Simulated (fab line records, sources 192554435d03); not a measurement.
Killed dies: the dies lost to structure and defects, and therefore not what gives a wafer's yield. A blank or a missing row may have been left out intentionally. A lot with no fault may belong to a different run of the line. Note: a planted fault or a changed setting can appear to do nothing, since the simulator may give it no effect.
Comparing a struck lot with a sound one ; flow n5-finfet ; 39 out of 1938 route steps
Sound: wafers L447.2, L447.4, L447.6. Struck: wafer L458.2 (left out: L458.3, L458.6 of the same lot, which were not struck); the cause appears at the end.
For every step that has rows: the tool of each side, followed by ch and its chambers, followed by its first start. Under that, the readings that differ: sound wafers ; struck wafers ; difference of the means ; sigmas: that difference in standard deviations of wafers without a fault.
alike: words and numbers the same on both sides, and readings whose means are apart by under 2 such deviations; not compared: readings that were withheld, readings missing a value for some wafer, numbers with overlapping values and no deviation given by the record, and bounds like >300 which may hide the same value.
Wherever a step has rows on one side only, a row that says differs or no value, or a row with sigmas, the two part there. Non-overlapping numbers with no deviation appear without sigmas and do not part them. A reading that every wafer of one side lacks parts them only if that side has two wafers or more.

first, 10 steps without rows for these wafers: N5_FIN_SAQP_DESCUM_21 (chemistry O2, time 7.9 s); N5_FIN_SAQP_ETCH_51 (etches SiARC in CF4, target depth 45.5 nm, time 75.8 s); N5_FIN_SAQP_ETCH_52 (etches SOC in N2/H2, target depth 100 nm, overetch 20 nm, time 150 s); N5_FIN_SAQP_STRIP_53 (strips in N2/H2); N5_FIN_SAQP_HM_OPEN_73 (chemistry CHF3/O2, target SiO2, stops on a-Si, target depth 12 nm, time 16.8 s); N5_FIN_SAQP_STRIP_74 (strips in CHF3/O2); N5_FIN_SAQP_MANDREL_ETCH_22 (etches a-Si in HBr/Cl2, stops on SiNx, target depth 60 nm, bt time 10 s, time 30 s); N5_FIN_SAQP_STRIP_55 (strips in N2/H2); N5_FIN_SAQP_STRIP_23 (strips in SPM, time 750 s); N5_FIN_SAQP_SRD_66 (time 30 s).
N5_FIN_SAQP_RECESS_75: chemistry HF/NH3, target SiO2, target depth 14.4 nm, afs cycles 3, sublimation time 60 s.
  sound on vapor-etch-02 ch 0,1, day 2 10:39; struck on vapor-etch-02 ch 0, day 5 05:46
  alike: drypump-motor-current-A
then, 23 steps without rows for these wafers: N5_FIN_SAQP_SPACER1_ALD_24 (deposits SiO2, target thk 20.3 nm, pulse time 1 s, purge time 2 s); N5_FIN_SAQP_SPACER1_ETCHBACK_25 (etches SiO2 in CHF3/O2, target depth 24.4 nm, time 12.2 s); N5_FIN_SAQP_MANDREL1_REMOVE_56 (chemistry HBr/Cl2/O2, target a-Si, stops on SiNx, bt time 10 s); N5_FIN_SAQP_ETCH_57 (etches SiNx in CH3F/O2, target depth 32.5 nm, time 46.4 s); N5_FIN_SAQP_ETCH_65 (etches SiO2 in CF4, target depth 4 nm, time 4.4 s); N5_FIN_SAQP_MANDREL_ETCH_58 (etches a-Si in HBr/Cl2, stops on SiNx, target depth 45 nm, bt time 10 s, time 27 s); N5_FIN_SAQP_RECESS_63 (chemistry HF/NH3, target SiO2, target depth 18 nm, afs cycles 3, sublimation time 60 s); N5_FIN_SAQP_COAT_68 (time 60 s, resist thk 100 nm); N5_FIN_SAQP_ETCH_69 (etches SOC in N2/H2, stops on SiNx, target depth 150 nm); N5_FIN_SAQP_ETCH_67 (etches SiNx in CH3F/O2, target depth 30 nm); N5_FIN_SAQP_STRIP_70 (strips in N2/H2); N5_FIN_SAQP_RECESS_71 (chemistry HF/NH3, target SiO2, target depth 3 nm, afs cycles 1, sublimation time 60 s); N5_FIN_SAQP_SPACER2_ALD_28 (deposits SiO2, target thk 8.1 nm, pulse time 1 s, purge time 2 s); N5_FIN_SAQP_SPACER2_ETCHBACK_29 (etches SiO2 in CHF3/O2, target depth 12.2 nm, time 6.1 s); N5_FIN_SAQP_MANDREL2_REMOVE_60 (chemistry HBr/Cl2/O2, target a-Si, stops on SiNx, bt time 10 s); N5_FIN_SAQP_HM_OPEN_33 (chemistry CH3F/O2, target SiNx, target depth 49.4 nm, time 70.6 s); N5_FIN_SAQP_ETCH_34 (etches SiO2 in C4F6/O2, target depth 45 nm, time 15 s); N5_FIN_SAQP_STRIP_77 (strips in N2/H2, time 90 s); N5_FIN_SAQP_ETCH_64 (etches SiO2 in CF4, target depth 1.5 nm); N5_FIN_SAQP_FIN_ETCH_36 (etches the open film in HBr/Cl2/O2, target depth 120 nm, time 50.4 s); N5_FIN_SAQP_PRECLEAN_38 (cleans in O3/DIW, time 45 s); N5_FIN_SAQP_PRECLEAN_45 (cleans in dHF, time 10 s); N5_FIN_SAQP_SRD_39 (time 30 s).
N5_FIN_SAQP_INSPECT_40: inspects for defects (brightfield).
  sound: defect-inspect-02 at day 2 14:41; struck: defect-inspect-01 at day 5 10:08
reading;sound;struck;difference;sigmas
raw-defect-count;201 250 242;781;+550;+8
N5_FIN_CUT_INSPECT_10: inspects for defects (brightfield).
  sound: defect-inspect-01 at day 2 15:04; struck: defect-inspect-01 at day 5 10:31
reading;sound;struck;difference;sigmas
raw-defect-count;34 54 37;614;+572;+52
N5_FIN_CUT_INSPECT_17: inspects for defects (brightfield).
  sound: defect-inspect-02 at day 2 16:05; struck: defect-inspect-02 at day 5 11:28
reading;sound;struck;difference;sigmas
raw-defect-count;217 261 255;802;+558;+9
-- record jumps: 6 days separate the struck wafers' starts on either side; left off in module FIN_CUT, taken up again in module BEOL_M4, whose first shown step is the route's number 1111 --
N5_BEOL_M4_RC_MEAS_101:
  sound on prober-02 ch 0, day 8 10:31; struck on prober-02 ch 0, day 11 21:46
  alike: DIBL_N, DIBL_P, IOFF_N, IOFF_P, ION_N, ION_P, SS_N, SS_P, VT_N, VT_P
-- a jump in the record: the struck wafers' starts before and after are 4 days apart (it breaks off in module BEOL_M4 and resumes in module PASSIVATION, where the first step shown is number 1936 of the route) --
N5_PASSIVATION_PROBE_49:
  record: rows for the struck wafers here (prober-02, day 16 00:34), none for the sound ones

== WHERE THEY PART ==
Earliest at N5_FIN_SAQP_INSPECT_40; latest, in this record, at N5_PASSIVATION_PROBE_49.

WHY: the cause the simulator had injected
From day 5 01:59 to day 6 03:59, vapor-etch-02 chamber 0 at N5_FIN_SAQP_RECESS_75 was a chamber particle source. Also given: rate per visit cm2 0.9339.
